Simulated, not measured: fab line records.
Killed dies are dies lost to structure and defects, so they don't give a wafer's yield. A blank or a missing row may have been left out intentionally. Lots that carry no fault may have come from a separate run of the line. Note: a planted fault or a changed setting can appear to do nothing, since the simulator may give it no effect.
What tool caused it? :: flow n5Finfet :: 10 lots, 29 wafers sampled, at 6 steps of a route of 1938

## WHAT THE GAUGES SHOWED, per wafer
N5_BEOL_M1_INSPECT_13: inspects for defects (brightfield). Usual: rawDefectCount at 386, with a standard deviation of 89.
lot: L893
measured: day 6 07:17
on: defectInspect-01
rawDefectCount: 443 316
flag: 

lot: L894
measured: day 6 18:23
on: defectInspect-01
rawDefectCount: 430 297 262
flag: 

lot: L896
measured: day 7 04:26
on: defectInspect-02
rawDefectCount: 374 403 327
flag: 

lot: L898
measured: day 7 19:26
on: defectInspect-02
rawDefectCount: 454 314 347
flag: 

lot: L897
measured: day 7 19:32
on: defectInspect-02
rawDefectCount: 372 376 457
flag: 

lot: L904
measured: day 9 04:19
on: defectInspect-02
rawDefectCount: 211 332 285
flag: 

lot: L908
measured: day 10 02:14
on: defectInspect-01
rawDefectCount: 471 430 353
flag: 

lot: L911
measured: day 11 11:41
on: defectInspect-02
rawDefectCount: 444 532 433
flag: 

lot: L912
measured: day 11 12:09
on: defectInspect-02
rawDefectCount: 521 524 367
flag: 

lot: L913
measured: day 11 12:19
on: defectInspect-02
rawDefectCount: 507 499 549
flag: 

N5_BEOL_M1_CD_MEAS_18: pitch 36 nm, target cd 18 nm. Usual: cdNm at 18.0 nm, with a standard deviation of 0.32.
lot: L893
measured: day 6 07:46
on: cdSem-02
cdNm (nm): 18.3 18.0
flag: 

lot: L894
measured: day 6 19:03
on: cdSem-03
cdNm (nm): 17.6 18.0 18.3
flag: 

lot: L896
measured: day 7 05:04
on: cdSem-02
cdNm (nm): 18.2 18.0 18.3
flag: 

lot: L898
measured: day 7 19:59
on: cdSem-02
cdNm (nm): 17.6 17.8 17.4
flag: 

lot: L897
measured: day 7 20:08
on: cdSem-02
cdNm (nm): 17.8 17.8 17.9
flag: 

lot: L904
measured: day 9 04:57
on: cdSem-01
cdNm (nm): 17.9 18.3 19.6
flag: 

lot: L908
measured: day 10 02:41
on: cdSem-03
cdNm (nm): 18.2 18.1 18.1
flag: 

lot: L911
measured: day 11 12:11
on: cdSem-01
cdNm (nm): 18.0 18.0 17.9
flag: 

lot: L912
measured: day 11 12:38
on: cdSem-02
cdNm (nm): 17.6 18.2 17.2
flag: 

lot: L913
measured: day 11 12:47
on: cdSem-02
cdNm (nm): 17.6 17.5 17.9
flag: 

N5_BEOL_M1_OVL_MEAS_29. Usual: for V0_OVL the level is 0.5 nm and the standard deviation is 0.67.
lot: L893
measured: day 6 08:07
on: overlay-02
V0_OVL (nm): 1.8 0.3
flag: 

lot: L894
measured: day 6 19:27
on: overlay-01
V0_OVL (nm): 1.8 1.6 1.1
flag: 

lot: L896
measured: day 7 05:33
on: overlay-01
V0_OVL (nm): 0.8 0.6 -0.1
flag: 

lot: L898
measured: day 7 20:28
on: overlay-02
V0_OVL (nm): 0.3 0.9 0.3
flag: 

lot: L897
measured: day 7 20:38
on: overlay-01
V0_OVL (nm): 0.2 0.4 -0.1
flag: 

lot: L904
measured: day 9 05:18
on: overlay-02
V0_OVL (nm): 0.3 0.5 0.5
flag: 

lot: L908
measured: day 10 03:02
on: overlay-01
V0_OVL (nm): 2.0 0.7 1.2
flag: 

lot: L911
measured: day 11 12:32
on: overlay-01
V0_OVL (nm): 0.2 -0.8 -0.8
flag: 

lot: L912
measured: day 11 12:59
on: overlay-01
V0_OVL (nm): -0.7 0.0 -0.8
flag: 

lot: L913
measured: day 11 13:16
on: overlay-02
V0_OVL (nm): 0.1 0.5 1.3
flag: 

N5_BEOL_M4_RC_MEAS_101. Usual: DIBL_N 36.0 mV/V, standard deviation 1.6; DIBL_P 36.1 mV/V, standard deviation 2; IOFF_N 0.160 nA/um, standard deviation 0.029; IOFF_P 0.21 nA/um, standard deviation 0.039; ION_N 675 uA/um, standard deviation 13; ION_P 464 uA/um, standard deviation 8.8; SS_N 71.5 mV/dec, standard deviation 0.58; SS_P 73.3 mV/dec, standard deviation 0.65; VT_N 250 mV, standard deviation 3.3; VT_P -249 mV, standard deviation 3.6.
lot: L893
measured: day 8 01:37
on: prober-01
DIBL_N (mV/V): 37.5 36.0
DIBL_P (mV/V): 36.4 34.5
IOFF_N (nA/um): 0.174 0.149
IOFF_P (nA/um): 0.24 0.21
ION_N (uA/um): 666 667
ION_P (uA/um): 460 460
SS_N (mV/dec): 71.8 71.1
SS_P (mV/dec): 74.0 72.7
VT_N (mV): 251 251
VT_P (mV): -248 -250
flag: 

lot: L894
measured: day 8 07:10
on: prober-01
DIBL_N (mV/V): 34.1 36.9 33.7
DIBL_P (mV/V): 34.5 37.5 33.5
IOFF_N (nA/um): 0.128 0.173 0.118
IOFF_P (nA/um): 0.17 0.22 0.15
ION_N (uA/um): 666 693 665
ION_P (uA/um): 456 473 452
SS_N (mV/dec): 72.0 71.0 71.2
SS_P (mV/dec): 72.5 73.4 72.2
VT_N (mV): 252 248 255
VT_P (mV): -252 -248 -255
flag: 

lot: L896
measured: day 8 23:21
on: prober-02
DIBL_N (mV/V): 33.7 32.2 35.7
DIBL_P (mV/V): 35.3 33.5 37.8
IOFF_N (nA/um): 0.146 0.118 0.175
IOFF_P (nA/um): 0.19 0.17 0.23
ION_N (uA/um): 678 675 678
ION_P (uA/um): 463 466 463
SS_N (mV/dec): 71.2 70.8 70.7
SS_P (mV/dec): 73.1 72.7 73.7
VT_N (mV): 250 253 247
VT_P (mV): -252 -250 -249
flag: 

lot: L898
measured: day 9 12:30
on: prober-01
DIBL_N (mV/V): 36.7 35.7 34.9
DIBL_P (mV/V): 38.2 37.7 35.4
IOFF_N (nA/um): 0.177 0.172 0.150
IOFF_P (nA/um): 0.22 0.22 0.18
ION_N (uA/um): 677 671 657
ION_P (uA/um): 454 461 447
SS_N (mV/dec): 70.9 71.7 71.5
SS_P (mV/dec): 74.5 73.8 73.5
VT_N (mV): 250 249 252
VT_P (mV): -250 -252 -254
flag: 

lot: L897
measured: day 9 12:39
on: prober-02
DIBL_N (mV/V): 38.0 36.7 37.5
DIBL_P (mV/V): 36.8 35.3 37.1
IOFF_N (nA/um): 0.166 0.154 0.152
IOFF_P (nA/um): 0.23 0.22 0.23
ION_N (uA/um): 681 677 670
ION_P (uA/um): 471 465 465
SS_N (mV/dec): 71.6 70.8 72.2
SS_P (mV/dec): 73.6 73.0 73.3
VT_N (mV): 250 250 252
VT_P (mV): -248 -249 -247
flag: 

lot: L904
measured: day 10 22:04
on: prober-02
DIBL_N (mV/V): 35.3 35.9 36.4
DIBL_P (mV/V): 34.1 35.1 35.6
IOFF_N (nA/um): 0.138 0.154 0.165
IOFF_P (nA/um): 0.19 0.20 0.21
ION_N (uA/um): 681 678 694
ION_P (uA/um): 470 472 474
SS_N (mV/dec): 70.5 70.8 72.1
SS_P (mV/dec): 73.3 72.9 73.4
VT_N (mV): 251 250 247
VT_P (mV): -252 -251 -250
flag: 

lot: L908
measured: day 12 03:53
on: prober-02
DIBL_N (mV/V): 34.5 35.9 35.9
DIBL_P (mV/V): 34.8 37.2 36.8
IOFF_N (nA/um): 0.138 0.166 0.171
IOFF_P (nA/um): 0.19 0.25 0.23
ION_N (uA/um): 657 673 682
ION_P (uA/um): 455 467 470
SS_N (mV/dec): 71.2 71.7 71.7
SS_P (mV/dec): 72.6 73.0 73.5
VT_N (mV): 252 249 246
VT_P (mV): -250 -246 -249
flag: 

lot: L911
measured: day 13 09:56
on: prober-01
DIBL_N (mV/V): 34.8 36.2 36.8
DIBL_P (mV/V): 34.0 35.5 35.9
IOFF_N (nA/um): 0.146 0.154 0.174
IOFF_P (nA/um): 0.17 0.20 0.21
ION_N (uA/um): 687 681 699
ION_P (uA/um): 463 469 468
SS_N (mV/dec): 70.9 71.5 71.2
SS_P (mV/dec): 72.3 73.7 73.0
VT_N (mV): 247 248 247
VT_P (mV): -252 -250 -250
flag: 

lot: L912
measured: day 13 13:07
on: prober-02
DIBL_N (mV/V): 35.4 36.8 38.6
DIBL_P (mV/V): 35.1 36.5 39.2
IOFF_N (nA/um): 0.146 0.159 0.210
IOFF_P (nA/um): 0.20 0.22 0.27
ION_N (uA/um): 695 675 706
ION_P (uA/um): 478 466 479
SS_N (mV/dec): 71.2 71.7 72.0
SS_P (mV/dec): 72.2 73.2 74.0
VT_N (mV): 249 251 247
VT_P (mV): -251 -248 -247
flag: 

lot: L913
measured: day 13 06:37
on: prober-02
DIBL_N (mV/V): 31.8 32.8 35.6
DIBL_P (mV/V): 33.0 34.9 37.3
IOFF_N (nA/um): 0.115 0.123 0.171
IOFF_P (nA/um): 0.18 0.21 0.24
ION_N (uA/um): 667 663 681
ION_P (uA/um): 461 468 471
SS_N (mV/dec): 70.8 71.1 71.3
SS_P (mV/dec): 72.4 73.2 73.8
VT_N (mV): 256 254 249
VT_P (mV): -250 -246 -247
flag: 

## WHICH TOOL RAN EACH LOT (tool, then ch and the chambers of the sampled wafers, then the start)
lot: L893
N5_BEOL_M0_PRE_CLEAN_131: cvdCo-01 ch 1,2, day 6 02:16
N5_BEOL_M1_ETCH_64: rieDiel-02 ch 2, day 6 07:25

lot: L894
N5_BEOL_M0_PRE_CLEAN_131: cvdCo-02 ch 0,2, day 6 15:53
N5_BEOL_M1_ETCH_64: rieDiel-02 ch 0,1,2, day 6 18:42

lot: L896
N5_BEOL_M0_PRE_CLEAN_131: cvdCo-02 ch 0,1, day 7 01:25
N5_BEOL_M1_ETCH_64: rieDiel-02 ch 0,1,2, day 7 04:34

lot: L898
N5_BEOL_M0_PRE_CLEAN_131: cvdCo-02 ch 1,2, day 7 17:59
N5_BEOL_M1_ETCH_64: rieDiel-01 ch 2,3, day 7 19:33

lot: L897
N5_BEOL_M0_PRE_CLEAN_131: cvdCo-02 ch 0,1,2, day 7 18:09
N5_BEOL_M1_ETCH_64: rieDiel-02 ch 0,3, day 7 19:46

lot: L904
N5_BEOL_M0_PRE_CLEAN_131: cvdCo-02 ch 0,2, day 9 03:17
N5_BEOL_M1_ETCH_64: rieDiel-02 ch 0,1,2, day 9 04:36

lot: L908
N5_BEOL_M0_PRE_CLEAN_131: cvdCo-01 ch 0,2, day 10 00:41
N5_BEOL_M1_ETCH_64: rieDiel-01 ch 0,2,3, day 10 02:20

lot: L911
N5_BEOL_M0_PRE_CLEAN_131: cvdCo-02 ch 1,2, day 11 05:57
N5_BEOL_M1_ETCH_64: rieDiel-01 ch 0,2,3, day 11 11:50

lot: L912
N5_BEOL_M0_PRE_CLEAN_131: cvdCo-01 ch 0,1,2, day 11 07:25
N5_BEOL_M1_ETCH_64: rieDiel-01 ch 1,2,3, day 11 12:16

lot: L913
N5_BEOL_M0_PRE_CLEAN_131: cvdCo-02 ch 0,2, day 11 08:05
N5_BEOL_M1_ETCH_64: rieDiel-05 ch 0,1,3, day 11 12:26
- N5_BEOL_M0_PRE_CLEAN_131: time 15 s.
- N5_BEOL_M1_ETCH_64: etches SOC in N2/H2, target depth 75 nm, overetch 15 nm, time 112.5 s.

## AS READ BY THE TOOLS THEMSELVES (means over the sampled wafers that have a number; for cases with no such wafer, the mark the record gives instead)
N5_BEOL_M0_PRE_CLEAN_131. Usual: heaterPowerW 82 W, standard deviation 18; rfFwdPowerW 297.9 W, standard deviation 0.93.
lot: L893
tool: cvdCo-01
heaterPowerW (W): 78
rfFwdPowerW (W): 298.5
flag: 

lot: L894
tool: cvdCo-02
heaterPowerW (W): 97
rfFwdPowerW (W): 297.9
flag: 

lot: L896
tool: cvdCo-02
heaterPowerW (W): 69
rfFwdPowerW (W): 297.5
flag: 

lot: L898
tool: cvdCo-02
heaterPowerW (W): 74
rfFwdPowerW (W): 297.4
flag: 

lot: L897
tool: cvdCo-02
heaterPowerW (W): 84
rfFwdPowerW (W): 297.5
flag: 

lot: L904
tool: cvdCo-02
heaterPowerW (W): 96
rfFwdPowerW (W): 298.1
flag: 

lot: L908
tool: cvdCo-01
heaterPowerW (W): 75
rfFwdPowerW (W): 296.9
flag: 

lot: L911
tool: cvdCo-02
heaterPowerW (W): 74
rfFwdPowerW (W): 298.2
flag: 

lot: L912
tool: cvdCo-01
heaterPowerW (W): 70
rfFwdPowerW (W): 297.6
flag: 

lot: L913
tool: cvdCo-02
heaterPowerW (W): 100
rfFwdPowerW (W): 298.3
flag: 

N5_BEOL_M1_ETCH_64. Usual: for biasW, 150.0 W with a standard deviation of 0.43; for drypumpMotorCurrentA, 5.8 A with a standard deviation of 0.5; for oesProductAu, 0.59 a.u. with a standard deviation of 0.042; for rfFwdPowerW, 836.4 W with a standard deviation of 2.6; for rfVppV, 523.5 V with a standard deviation of 2.6; for showerheadPlenumPTorr, 2.53 Torr with a standard deviation of 0.087; for throttleValvePct, 17.88 % with a standard deviation of 0.14.
lot: L893
tool: rieDiel-02
biasW (W): 149.8
drypumpMotorCurrentA (A): 4.9
oesProductAu (a.u.): 0.59
rfFwdPowerW (W): 836.0
rfVppV (V): 523.7
showerheadPlenumPTorr (Torr): 2.53
throttleValvePct (%): 17.72
flag: 

lot: L894
tool: rieDiel-02
biasW (W): 149.9
drypumpMotorCurrentA (A): 5.6
oesProductAu (a.u.): 0.59
rfFwdPowerW (W): 837.8
rfVppV (V): 524.0
showerheadPlenumPTorr (Torr): 2.56
throttleValvePct (%): 17.67
flag: 

lot: L896
tool: rieDiel-02
biasW (W): 150.0
drypumpMotorCurrentA (A): 5.6
oesProductAu (a.u.): 0.58
rfFwdPowerW (W): 837.3
rfVppV (V): 523.0
showerheadPlenumPTorr (Torr): 2.56
throttleValvePct (%): 17.67
flag: 

lot: L898
tool: rieDiel-01
biasW (W): 150.0
drypumpMotorCurrentA (A): 5.3
oesProductAu (a.u.): 0.57
rfFwdPowerW (W): 832.0
rfVppV (V): 521.7
showerheadPlenumPTorr (Torr): 2.50
throttleValvePct (%): 17.96
flag: 

lot: L897
tool: rieDiel-02
biasW (W): 149.8
drypumpMotorCurrentA (A): 5.8
oesProductAu (a.u.): 0.57
rfFwdPowerW (W): 834.0
rfVppV (V): 521.7
showerheadPlenumPTorr (Torr): 2.47
throttleValvePct (%): 17.89
flag: 

lot: L904
tool: rieDiel-02
biasW (W): 150.2
drypumpMotorCurrentA (A): 5.6
oesProductAu (a.u.): 0.57
rfFwdPowerW (W): 836.4
rfVppV (V): 524.1
showerheadPlenumPTorr (Torr): 2.55
throttleValvePct (%): 17.70
flag: 

lot: L908
tool: rieDiel-01
biasW (W): 150.4
drypumpMotorCurrentA (A): 5.7
oesProductAu (a.u.): 0.58
rfFwdPowerW (W): 835.4
rfVppV (V): 523.2
showerheadPlenumPTorr (Torr): 2.49
throttleValvePct (%): 17.98
flag: 

lot: L911
tool: rieDiel-01
biasW (W): 150.0
drypumpMotorCurrentA (A): 5.7
oesProductAu (a.u.): 0.57
rfFwdPowerW (W): 835.7
rfVppV (V): 523.1
showerheadPlenumPTorr (Torr): 2.49
throttleValvePct (%): 17.98
flag: 

lot: L912
tool: rieDiel-01
biasW (W): 150.3
drypumpMotorCurrentA (A): 5.8
oesProductAu (a.u.): 0.60
rfFwdPowerW (W): 835.6
rfVppV (V): 522.8
showerheadPlenumPTorr (Torr): 2.54
throttleValvePct (%): 17.94
flag: 

lot: L913
tool: rieDiel-05
biasW (W): 150.5
drypumpMotorCurrentA (A): 5.7
oesProductAu (a.u.): 0.59
rfFwdPowerW (W): 836.1
rfVppV (V): 524.2
showerheadPlenumPTorr (Torr): 2.56
throttleValvePct (%): 18.02
flag: 

## THE ANSWER, worked out from the rows above alone
Rule: take the mean of a lot's wafers that have a number; if it is more than 3 standard deviations from the usual mean, the lot is off. A lot without any number at a reading at which 4 lots or more have one is off too. All remaining lots with rows at the step are treated as sound. First the gauges in route order, then the tools' own readings, where a lot's mean is used as printed above. The first step at which some lot is off is used, and at that step the reading that is off furthest; a lot without a number counts as furthest.
Across all readings shown, no lot is off: no conclusion can be drawn from this.

## WHAT HAD BEEN PUT IN BY THE SIMULATOR
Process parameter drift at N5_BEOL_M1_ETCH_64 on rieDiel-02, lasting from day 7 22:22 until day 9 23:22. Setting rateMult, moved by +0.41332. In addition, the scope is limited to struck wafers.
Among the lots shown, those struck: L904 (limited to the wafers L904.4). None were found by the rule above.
